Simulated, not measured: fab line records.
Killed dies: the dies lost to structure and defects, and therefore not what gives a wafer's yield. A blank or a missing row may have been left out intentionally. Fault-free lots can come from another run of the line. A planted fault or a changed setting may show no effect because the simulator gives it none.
A lot that was struck, set against a sound lot / flow n5-finfet / 36 out of 1938 route steps
Sound: wafers L538.1, L538.3, L538.5. The struck wafers were L547.2, L547.5, L547.6. The cause is given at the end.
Each step with rows lists, per side, the tool, then ch with its chambers, then its first start. Under that, the readings that differ: sound wafers / struck wafers / difference of the means / sigmas: that difference in standard deviations of wafers without a fault.
alike: readings with means less than 2 such deviations apart, plus words and numbers identical on both sides. not compared: withheld readings, readings lacking a value on some wafer, bounds such as >300 that could conceal the same value, and numbers that have no deviation in the record and whose values overlap.
The two part at a step that has a row with sigmas, a row that says differs or no value, or rows on one side only. When numbers do not overlap yet have no deviation, they are printed without sigmas and do not part them. Lack of a reading on every wafer of one side parts them only where that side has two or more wafers.

N5_BEOL_M4_THK_MEAS_53: measures by xrf.
  sound on film-metro-02 at day 11 08:04; struck on film-metro-02 at day 12 22:10
  alike: M4_THK
N5_BEOL_M4_PRE_CLEAN_60: time 15 s.
  sound on cvd-co-02 ch 0,1,2, day 11 08:07; struck on cvd-co-02 ch 0,1,2, day 12 22:12
  alike: heater-power-outer-w, heater-power-w
then, 3 steps without rows for these wafers: N5_BEOL_M4_CO_CAP_55 (material Co, precursor CCTBA/H2, target thk 2 nm, time 102.1 s); N5_BEOL_M4_PRE_CLEAN_56 (time 15 s); N5_BEOL_M4_DEP_57 (deposits SiCN from 3MS/NH3, target thk 8 nm, time 14 s).
N5_BEOL_M4_RS_MEAS_58: measures by four-point-probe.
  sound on film-metro-02 at day 11 08:20; struck on film-metro-02 at day 12 22:25
  alike: M4_RS
N5_BEOL_M4_INSPECT_59: inspects for defects (darkfield).
  sound on defect-inspect-02 at day 11 08:22; struck on defect-inspect-01 at day 12 22:27
  alike: raw-defect-count
N5_BEOL_M4_RC_MEAS_101:
  sound on prober-01 ch 0, day 11 08:23; struck on prober-02 ch 0, day 12 22:38
reading=DIBL_N (mV/V); sound=35.2 33.8 34.0; struck=38.0 38.5 38.2; difference=+3.9; sigmas=+3
  alike: DIBL_P, IOFF_N, IOFF_P, ION_N, ION_P, SS_N, SS_P, VT_N, VT_P
then, 2 steps without rows for these wafers: N5_BEOL_M5_ILD_DEP_00 (deposits SiCOH lowk from DEMS/porogen, target thk 140.64 nm, time 25.9 s); N5_BEOL_M5_CURE_79 (cures SiCOH lowk, time 240 s).
N5_BEOL_M5_THK_MEAS_01:
  sound on film-metro-02 at day 11 09:55; struck on film-metro-01 at day 13 00:01
  alike: M5_ILD_THK
then, 1 step without rows for these wafers: N5_BEOL_M5_PECVD_70 (deposits SiO2 from TEOS/O2, target thk 16 nm, time 18 s).
N5_BEOL_M5_HM_DEP_02: deposits TiN, target thk 20 nm.
  sound on pvd-sputter-03 at day 11 11:34; struck on pvd-sputter-01 at day 13 01:05
  no value came back on the struck wafers for chamber-pressure-pa (Pa), substrate-temp-c (C), throttle-valve-pct (%); on the sound wafers chamber-pressure-pa (Pa) reads 0.4997 0.5013 0.4965
then, 9 steps without rows for these wafers: N5_BEOL_M5_COAT_59 (time 60 s, resist thk 60 nm); N5_BEOL_M5_COAT_60 (time 60 s, resist thk 12 nm); N5_BEOL_M5_COAT_71 (time 60 s, resist thk 5 nm); N5_BEOL_M5_COAT_05 (resist thk 30 nm); N5_BEOL_M5_EBR_07; N5_BEOL_M5_SOFTBAKE_06 (time 60 s); N5_BEOL_M5_EXPOSE_08 (exposes mask M5, target cd 28 nm); N5_BEOL_M5_PEB_09 (peb time 60 s); N5_BEOL_M5_DEVELOP_10 (develop time 30 s).
N5_BEOL_M5_CD_MEAS_11 targets a cd of 27.74 nm.
  sound on cd-sem-01 ch 0, day 11 11:58; struck on cd-sem-02 ch 0, day 13 01:29
  alike: cd-nm
N5_BEOL_M5_OVL_MEAS_12:
  sound on overlay-01 ch 0, day 11 11:59; struck on overlay-01 ch 0, day 13 01:31
  alike: M5_OVL
N5_BEOL_M5_INSPECT_13: inspects for defects (brightfield).
  sound on defect-inspect-01 at day 11 12:03; struck on defect-inspect-01 at day 13 01:35
  alike: raw-defect-count
then, 1 step without rows for these wafers: N5_BEOL_M5_DESCUM_16 (chemistry O2, time 7 s).
N5_BEOL_M5_ETCH_72: etches underlayer in N2/H2, target depth 6.5 nm, time 5.2 s.
  sound on rie-diel-01 ch 1,2,3, day 11 12:07; struck on rie-diel-04 ch 1,2,3, day 13 01:39
  alike: drypump-motor-current-A, etch-rf-on-time-s, oes-product-au, rf-vpp-V, showerhead-plenum-p-Torr, throttle-valve-pct
  not compared: rf-hours-counter-h
N5_BEOL_M5_ETCH_61: etches SiARC in CF4, target depth 15.6 nm, time 26 s.
  sound on rie-diel-01 ch 1,2,3, day 11 12:08; struck on rie-diel-04 ch 1,2,3, day 13 01:40
  alike: drypump-motor-current-A, etch-rf-on-time-s, oes-product-au, rf-vpp-V, showerhead-plenum-p-Torr, throttle-valve-pct
  not compared: rf-hours-counter-h
N5_BEOL_M5_ETCH_62: etches SOC in N2/H2, target depth 75 nm, overetch 15 nm, time 112.5 s.
  sound on rie-diel-01 ch 1,2,3, day 11 12:10; struck on rie-diel-04 ch 1,2,3, day 13 01:41
  alike: drypump-motor-current-A, oes-product-au, rf-vpp-V, showerhead-plenum-p-Torr, throttle-valve-pct
  not compared: rf-hours-counter-h
then, 3 steps without rows for these wafers: N5_BEOL_M5_STRIP_63 (strips in N2/H2); N5_BEOL_M5_STRIP_73 (strips in N2/H2); N5_BEOL_M5_STRIP_64 (strips in CF4).
N5_BEOL_M5_HM_OPEN_17: chemistry Cl2/BCl3, target TiN, target depth 20 nm, overetch 6 nm.
  sound on rie-metal-02 ch 0, day 11 12:20; struck on rie-metal-02 ch 0,1, day 13 01:52
reading=oes-product-au (a.u.); sound=0.73 0.73 0.73; struck=0.32 0.27 0.31; difference=-0.43; sigmas=-5
reading=throttle-valve-pct (%); sound=22.29 22.30 22.28; struck=22.94 22.78 22.94; difference=+0.60; sigmas=+4
reading=model.etch.depth-nm (nm); sound=19.85 19.72 19.83; struck=0 0 0; difference=-20; sigmas=
  alike: drypump-motor-current-A
  not compared: rf-hours-counter-h
N5_BEOL_M5_STRIP_19: strips in O2.
  sound on rie-diel-01 ch 1,2,3, day 11 12:26; struck on rie-diel-03 ch 0,1,3, day 13 01:58
  alike: drypump-motor-current-A, o2-flow-sccm, oes-product-au, rf-vpp-V, showerhead-plenum-p-Torr, throttle-valve-pct
  not compared: rf-hours-counter-h
N5_BEOL_M5_CD_MEAS_18: pitch 56 nm, target cd 28 nm.
  sound on cd-sem-01 at day 11 12:31; struck on cd-sem-01 at day 13 02:02
reading=cd-nm (nm); sound=27.91 28.03 27.94; struck=- - -; difference=no value on the struck wafers; sigmas=
then, 1 step without rows for these wafers: N5_BEOL_M5_COAT_65 (time 60 s, resist thk 60 nm).

## WHERE THEY PART
Last at N5_BEOL_M5_CD_MEAS_18 as far as this record goes, first at N5_BEOL_M4_RC_MEAS_101.

WHY: what had been put in by the simulator
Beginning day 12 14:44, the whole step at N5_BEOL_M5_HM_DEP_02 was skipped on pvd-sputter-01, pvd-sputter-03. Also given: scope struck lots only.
